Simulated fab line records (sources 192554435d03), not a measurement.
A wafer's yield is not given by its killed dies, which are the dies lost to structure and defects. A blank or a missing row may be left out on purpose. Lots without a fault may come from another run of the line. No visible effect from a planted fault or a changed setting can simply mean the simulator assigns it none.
Split-lot trial | flow n5_finfet | on a route of 1938 steps: 7 lots, 21 wafers read

ON THE SPLIT
At N5_MOL_CONTACT_COAG_ETCH_105 (etches SiARC in CF4, target depth 15.6 nm, time 26 s), the setting bias_w was moved away from the recipe's 36 W on 8 of the 21 wafers read, by -11.6% to +12.0%. This setting was run at the recipe's value on the other wafers.

The reading comes from the split's own step.

THE READING
rf_vpp_V, in V, at N5_MOL_CONTACT_COAG_ETCH_105 (etches SiARC in CF4, target depth 15.6 nm, time 26 s). A value of 184.6 V with a standard deviation of 1.2 V is what fault-free wafers of this fab line usually give.

wafer  | tool, chamber at the split | bias_w as run, W | against the recipe | rf_vpp_V, V | against lot-mates on the recipe
L075.4 | rie_diel-03, 3             | 32.3             | -10.3%             | 172.9       | -11.6
L075.5 | rie_diel-03, 1             | 36               | recipe             | 184.5       | -
L075.6 | rie_diel-03, 0             | 32.3             | -10.3%             | 171.9       | -12.6
L076.1 | rie_diel-05, 3             | 36               | recipe             | 184.1       | -
L076.3 | rie_diel-05, 2             | 36               | recipe             | 184.5       | -
L076.6 | rie_diel-05, 3             | 36               | recipe             | 185.1       | -
L077.1 | rie_diel-02, 3             | 36               | recipe             | 185.1       | -
L077.2 | rie_diel-02, 2             | 39.88            | +10.8%             | 194.8       | +9.7
L077.5 | rie_diel-02, 0             | 39.88            | +10.8%             | 197.2       | +12.1
L078.1 | rie_diel-05, 1             | 40.24            | +11.8%             | 197.9       | +12.7
L078.4 | rie_diel-05, 0             | 36               | recipe             | 184.2       | -
L078.5 | rie_diel-05, 2             | 36               | recipe             | 186.2       | -
L092.3 | rie_diel-02, 1             | 36               | recipe             | 183.5       | -
L092.4 | rie_diel-02, 3             | 36               | recipe             | 185.5       | -
L092.5 | rie_diel-02, 1             | 31.82            | -11.6%             | 170.6       | -13.9
L095.3 | rie_diel-03, 1             | 36               | recipe             | 186.5       | -
L095.4 | rie_diel-03, 0             | 36               | recipe             | 184.7       | -
L095.5 | rie_diel-03, 3             | 36               | recipe             | 183.7       | -
L096.1 | rie_diel-02, 0             | 36               | recipe             | 185.4       | -
L096.2 | rie_diel-02, 3             | 40.33            | +12.0%             | 199.1       | +13.7
L096.4 | rie_diel-02, 1             | 40.33            | +12.0%             | 198.1       | +12.7

THE FIT
A straight line over all 21 wafers: rf_vpp_V changes by +1.15 V for each +1% of bias_w; r = +0.99; the points scatter about the line by 0.95 V.
The same after taking each lot's own level away (the mean of its wafers on the recipe; 21 wafers): +1.11 V for each +1%; r = +0.99; scatter 0.9 V.
On that fit, the largest move of bias_w shifts the reading by 13 V.
Measured against the standard deviation above, the lots' own levels, which go from 184.50 to 185.40 V, span 0.8 times it.
The two slopes are in agreement: the lot-to-lot level therefore moves the slope only a little.
Check: for one of the wafers moved furthest among these (+12.0%), held out of the fit, the line's prediction against its lot-mates is +13 V. Against them it came out at +13.7 V.
Tool readings at the split's step, against how far the setting was moved: rf_vpp_V r = +0.99.

THESE WAFERS: OTHER SPLITS
Before the reading, these wafers also passed through other splits. Each is held against what the fit with the lots' levels taken away leaves over:
other split on the same wafers        | wafers away from the commonest value | r with rf_vpp_V (lot level and that fit taken away)
N5_SD_EPI_P_COAT_03 spin_rpm          | 7                                    | +0.36
N5_HKMG_FIN_ETCH_54 source_w          | 7                                    | +0.01
N5_HKMG_FIN_ETCH_58 source_w          | 7                                    | -0.09
N5_HKMG_FIN_COAT_06 spin_rpm          | 5                                    | +0.21
N5_HKMG_FIN_PEB_10 peb_time_s         | 3                                    | -0.22
N5_MOL_CONTACT_COAG_EXPOSE_05 dose_mj | 7                                    | -0.35

FILE'S OWN FIT
rf_vpp_V changes by +1.11 V for each +1% of bias_w, r = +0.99.
